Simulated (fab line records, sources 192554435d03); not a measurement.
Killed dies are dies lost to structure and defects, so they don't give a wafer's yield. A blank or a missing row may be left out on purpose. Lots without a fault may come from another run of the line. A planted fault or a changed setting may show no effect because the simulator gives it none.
Chamber matching | flow n5_finfet | N5_BEOL_M6_DEP_56 on pecvd-02: 3 sister chambers
The step deposits SiCN from 3MS/NH3, target thk 10 nm, time 17.5 s. 14 wafers are shown with their chamber, then 7 later ones without.

WAFERS WITH THEIR CHAMBER
wafer  | chamber | throttle_valve_pct (%) | showerhead_plenum_p_Torr (Torr) | chamber_pressure_Torr (Torr)
L200.3 | 2       | 8.5                    | 3.669                           | 2.994
L200.4 | 2       | 8.4                    | 3.673                           | 3.003
L200.5 | 1       | 9.7                    | 3.665                           | 3.003
L201.2 | 2       | 8.6                    | 3.660                           | 2.999
L201.3 | 0       | 10.2                   | 3.675                           | 2.991
L201.5 | 0       | 10.1                   | 3.677                           | 3.000
L204.3 | 0       | 10.3                   | 3.682                           | 3.004
L204.4 | 1       | 9.5                    | 3.660                           | 2.992
L204.5 | 2       | 8.5                    | 3.667                           | 3.017
L208.1 | 0       | 10.1                   | 3.680                           | 3.017
L208.3 | 1       | 9.2                    | 3.667                           | 2.997
L208.6 | 0       | 10.1                   | 3.682                           | 3.002
L213.3 | 0       | 10.2                   | 3.680                           | 3.006
L213.4 | 2       | 8.6                    | 3.671                           | 3.008

SIGNATURES (means of the wafers above)
reading                  | chamber 0 | chamber 1 | chamber 2 | scatter within a chamber
throttle_valve_pct       | 10.167    | 9.467     | 8.520     | 0.131
showerhead_plenum_p_Torr | 3.67933   | 3.66400   | 3.66800   | 0.00388
chamber_pressure_Torr    | 3.00333   | 2.99733   | 3.00420   | 0.00815
Rule: a wafer's distance from a chamber is the root of the sum, over the readings, of the square of ((its reading less the chamber's mean) divided by the reading's scatter). The wafer belongs to the nearest chamber; if the next one is less than 2 further off, it can't be placed. The scatter: the root of (the sum of the squares of (reading less its chamber's mean) over the shown wafers, divided by (wafers less chambers)).

WAFERS WITHOUT THEIR CHAMBER
wafer  | throttle_valve_pct (%) | showerhead_plenum_p_Torr (Torr) | chamber_pressure_Torr (Torr)
L213.6 | 9.4                    | 3.667                           | 3.000
L215.1 | 9.7                    | 3.661                           | 3.006
L215.2 | 10.2                   | 3.676                           | 2.996
L215.4 | 9.5                    | 3.662                           | 3.007
L219.2 | 8.4                    | 3.673                           | 3.005
L219.4 | 10.3                   | 3.684                           | 3.017
L219.6 | 9.4                    | 3.664                           | 2.996

WHICH CHAMBER EACH WENT THROUGH
wafer  | from the rows above | in truth
L213.6 | 1                   | 1
L215.1 | 1                   | 1
L215.2 | 0                   | 0
L215.4 | 1                   | 1
L219.2 | 2                   | 2
L219.4 | 0                   | 0
L219.6 | 1                   | 1
Placed correctly: 7 of 7. Can't be placed from these rows: 0. Placed wrongly: 0.
